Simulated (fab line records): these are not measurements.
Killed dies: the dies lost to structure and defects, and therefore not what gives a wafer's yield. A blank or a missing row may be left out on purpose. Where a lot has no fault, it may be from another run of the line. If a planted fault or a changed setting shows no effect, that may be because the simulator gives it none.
Problem report in the 8D (eight disciplines) form, filled by code || flow n5_finfet || the parts of the form that need people (team, actions taken, sign-off) are left out

1. WHAT WENT WRONG
Wafers free of any fault read -0.1 nm (standard deviation 0.63) for V7_OVL at N5_BEOL_M8_OVL_MEAS_29, against a mean of 11.8 nm on 6 wafers of 2 lots. That is +19 standard deviations from the usual mean.
Seen first at day 12 15:04 on overlay-01, wafer L821.1. The record holds 30 wafers of 12 lots with a number at this step. By rule, "out" or "out of limits" means more than 4 standard deviations away from the usual mean. The other wafers with a number count as sound.

2. WHAT IT IS, AND WHAT IT ISN'T
{"question": "which readings at this step", "is": "V7_OVL", "is not": "-"}
{"question": "which lots", "is": "L821, L823", "is not": "L807, L809, L810, L811, L814, L815, L819, L827, L828, L830"}
{"question": "which wafers of those lots", "is": "all that have a number", "is not": "-"}
{"question": "read on which gauges", "is": "overlay-01, overlay-02", "is not": "-"}
{"question": "when", "is": "from day 12 15:04", "is not": "up to then (17 sound wafers); but 7 sound wafers of L827, L828, L830 came after"}

3. SUSPECTS, AND WHAT RULES EACH OUT
Counting: a tool stays on the suspect list if, at a process step up to the reading, it processed all lots that are out and no sound lot following the first of them.
- the gauge at N5_BEOL_M8_OVL_MEAS_29: ruled out. The wafers that are out were read on 2 gauges (overlay-01, overlay-02).
- rie_diel-02 at N5_BEOL_M8_STRIP_67 (strips in CF4): kept. It ran every lot that is out, first L821 (day 12 13:06), and no sound lot after that; its last sound lot up to then is L809 (day 9 17:53).
- euv_scanner-02 at N5_BEOL_M8_EXPOSE_25 (exposes mask V7, target cd 40 nm): kept. It ran every lot that is out, first L821 (day 12 14:54), and no sound lot after that; its last sound lot up to then is L814 (day 11 06:11).
Remaining after the count are rie_diel-02 at N5_BEOL_M8_STRIP_67 and euv_scanner-02 at N5_BEOL_M8_EXPOSE_25.

4. THE CAUSE (what the simulator had put in)
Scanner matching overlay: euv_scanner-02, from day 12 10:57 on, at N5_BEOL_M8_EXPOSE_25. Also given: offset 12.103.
Counting left 2 suspects, and this tool is among them.

5. THE CHAIN OF EFFECTS, in route order
Each row: a reading where the mean over the struck wafers with a number is more than 3 standard deviations away from the usual. Only readings whose record carries a usual standard deviation are examined. hours: median over the lots of the time between each lot's start at the first step of this table that gives one and its start at this step. sigmas: the change, counted in usual standard deviations.
{"hours": 0, "step": "N5_BEOL_M8_OVL_MEAS_29", "reading": "V7_OVL", "usual": "-0.1 nm", "on struck wafers": 11.8, "change": "+11.9", "sigmas": "+19"}

6. HOW IT WOULD HAVE BEEN CAUGHT EARLIER
The first out-of-limits reading at a measuring or inspecting step in this record came at day 12 15:04, 4 hours after the fault's start at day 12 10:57.
L823, from the lots that are out (2), started N5_BEOL_M8_EXPOSE_25 on euv_scanner-02 later than day 12 15:04. A hold on the tool at that time would have spared it.
